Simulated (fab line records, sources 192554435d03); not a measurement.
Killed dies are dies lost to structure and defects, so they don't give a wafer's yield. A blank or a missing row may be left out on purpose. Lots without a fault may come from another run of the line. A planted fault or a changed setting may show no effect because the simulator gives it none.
A struck lot beside a sound one | flow n5_finfet | 25 steps out of a route of 1938
Sound: wafers L209.1, L209.3, L209.5. Struck: wafers L220.1, L220.2, L220.4. The cause comes at the end.
At each step with rows: each side's tool, then ch and its chambers, then its first start. Under that, the readings that differ: sound wafers | struck wafers | difference of the means | sigmas: that difference in standard deviations of wafers without a fault.
alike: readings whose means differ by less than 2 such deviations, and words and numbers that are the same on both sides. not compared: withheld readings, readings that some wafer has no value for, bounds like >300 that may hide the same value, and numbers for which the record gives no deviation and whose values overlap.
The two part at a step that has a row with sigmas, a row that says differs or no value, or rows on one side only. Numbers that don't overlap but have no deviation are shown without sigmas and don't part them. A reading that every wafer of one side lacks parts them only if that side has two wafers or more.

N5_BEOL_M6_OVL_MEAS_12:
  sound on overlay-02 ch 0, day 9 15:00; struck on overlay-02 ch 0, day 12 10:40
  alike: M6_OVL
N5_BEOL_M6_INSPECT_13: inspects for defects (brightfield).
  sound on defect_inspect-01, day 9 15:02; struck on defect_inspect-02, day 12 10:42
  alike: raw_defect_count
N5_BEOL_M6_DESCUM_16: chemistry O2, time 7.9 s.
  sound on rie_diel-01 ch 1,3, day 9 15:04; struck on rie_diel-02 ch 1,2,3, day 12 10:44
  alike: drypump_motor_current_A, oes_product_au, rf_vpp_V, showerhead_plenum_p_Torr, temp_c, throttle_valve_pct
  not compared: rf_hours_counter_h
then, 3 steps without rows for these wafers: N5_BEOL_M6_ETCH_61 (etches SiARC in CF4, target depth 45.5 nm, time 75.8 s); N5_BEOL_M6_ETCH_62 (etches SOC in N2/H2, target depth 110 nm, overetch 22 nm, time 165 s); N5_BEOL_M6_STRIP_68 (strips in N2/H2).
N5_BEOL_M6_STRIP_67: strips in CF4.
  sound on rie_diel-01 ch 1,3, day 9 15:18; struck on rie_diel-02 ch 1,2,3, day 12 10:58
  reading              | sound             | struck            | difference | sigmas
  cf4_flow_sccm (sccm) | 149.1 150.2 149.2 | 150.7 150.5 149.9 | +0.9       | +2
  alike: drypump_motor_current_A, oes_product_au, rf_vpp_V, showerhead_plenum_p_Torr, throttle_valve_pct
  not compared: rf_hours_counter_h
N5_BEOL_M6_HM_OPEN_17: chemistry Cl2/BCl3, target TiN, target depth 20 nm, overetch 6 nm.
  sound on rie_metal-01 ch 0,1, day 9 15:20; struck on rie_metal-01 ch 0,1, day 12 11:01
  alike: drypump_motor_current_A, oes_product_au, throttle_valve_pct
  not compared: rf_hours_counter_h
N5_BEOL_M6_STRIP_19: strips in O2.
  sound on rie_diel-01 ch 0,3, day 9 15:27; struck on rie_diel-05 ch 0,1,2, day 12 11:07
  reading                | sound             | struck            | difference | sigmas
  throttle_valve_pct (%) | 16.99 16.90 17.01 | 16.51 16.53 16.71 | -0.38      | -2
  alike: drypump_motor_current_A, oes_product_au, rf_vpp_V, showerhead_plenum_p_Torr, temp_c
  not compared: rf_hours_counter_h
N5_BEOL_M6_CD_MEAS_18: pitch 80 nm, target cd 40 nm.
  sound on cd_sem-03, day 9 15:31; struck on cd_sem-03, day 12 11:11
  alike: cd_nm
then, 2 steps without rows for these wafers: N5_BEOL_M6_COAT_63 (time 60 s, resist thk 60 nm); N5_BEOL_M6_COAT_64 (time 60 s, resist thk 12 nm).
N5_BEOL_M6_COAT_71: time 60 s, resist thk 5 nm.
  sound on litho_track-05 ch 0, day 9 18:19; struck on litho_track-05 ch 0, day 12 11:14
  reading              | sound                | struck               | difference | sigmas
  spin_speed_rpm (rpm) | 1498.6 1500.8 1499.4 | 1631.2 1631.3 1628.9 | +130.9     | +99 or more
  alike: dispense_pressure_kPa
then, 6 steps without rows for these wafers: N5_BEOL_M6_COAT_22 (resist thk 30 nm); N5_BEOL_M6_EBR_24; N5_BEOL_M6_SOFTBAKE_23 (time 60 s); N5_BEOL_M6_EXPOSE_25 (exposes mask V5, target cd 40 nm); N5_BEOL_M6_PEB_26 (peb time 60 s); N5_BEOL_M6_DEVELOP_27 (develop time 30 s).
N5_BEOL_M6_CD_MEAS_28: target cd 40 nm.
  sound on cd_sem-03 ch 0, day 9 18:40; struck on cd_sem-03 ch 0, day 12 11:30
  alike: cd_nm
N5_BEOL_M6_OVL_MEAS_29:
  sound on overlay-02 ch 0, day 9 18:42; struck on overlay-02 ch 0, day 12 11:32
  alike: V5_OVL
N5_BEOL_M6_INSPECT_30: inspects for defects (brightfield).
  sound on defect_inspect-01, day 9 18:46; struck on defect_inspect-01, day 12 11:35
  alike: raw_defect_count
N5_BEOL_M6_DESCUM_33: chemistry O2, time 7 s.
  sound on rie_diel-05 ch 0,1,3, day 9 19:25; struck on rie_diel-05 ch 0,1,3, day 12 11:37
  alike: drypump_motor_current_A, oes_product_au, rf_vpp_V, showerhead_plenum_p_Torr, temp_c, throttle_valve_pct
  not compared: rf_hours_counter_h
N5_BEOL_M6_ETCH_72: etches underlayer in N2/H2, target depth 6.5 nm, time 5.2 s.
  sound on rie_diel-05 ch 0,1,3, day 9 19:27; struck on rie_diel-05 ch 0,1,3, day 12 11:39
  reading                  | sound             | struck            | difference | sigmas
  etch_rf_on_time_s (s)    | 5.28 5.15 5.17    | 4.90 4.92 4.86    | -0.31      | -4
  model.etch.depth_nm (nm) | 5.008 5.009 4.986 | 4.763 4.773 4.779 | -0.229     |
  alike: drypump_motor_current_A, oes_product_au, rf_vpp_V, showerhead_plenum_p_Torr, throttle_valve_pct
  not compared: rf_hours_counter_h
then, 1 step without rows for these wafers: N5_BEOL_M6_ETCH_65 (etches SiARC in CF4, target depth 15.6 nm, time 26 s).

WHERE THEY PART
First at N5_BEOL_M6_STRIP_67; last, within this record, at N5_BEOL_M6_ETCH_72.

WHY: what the simulator had put in
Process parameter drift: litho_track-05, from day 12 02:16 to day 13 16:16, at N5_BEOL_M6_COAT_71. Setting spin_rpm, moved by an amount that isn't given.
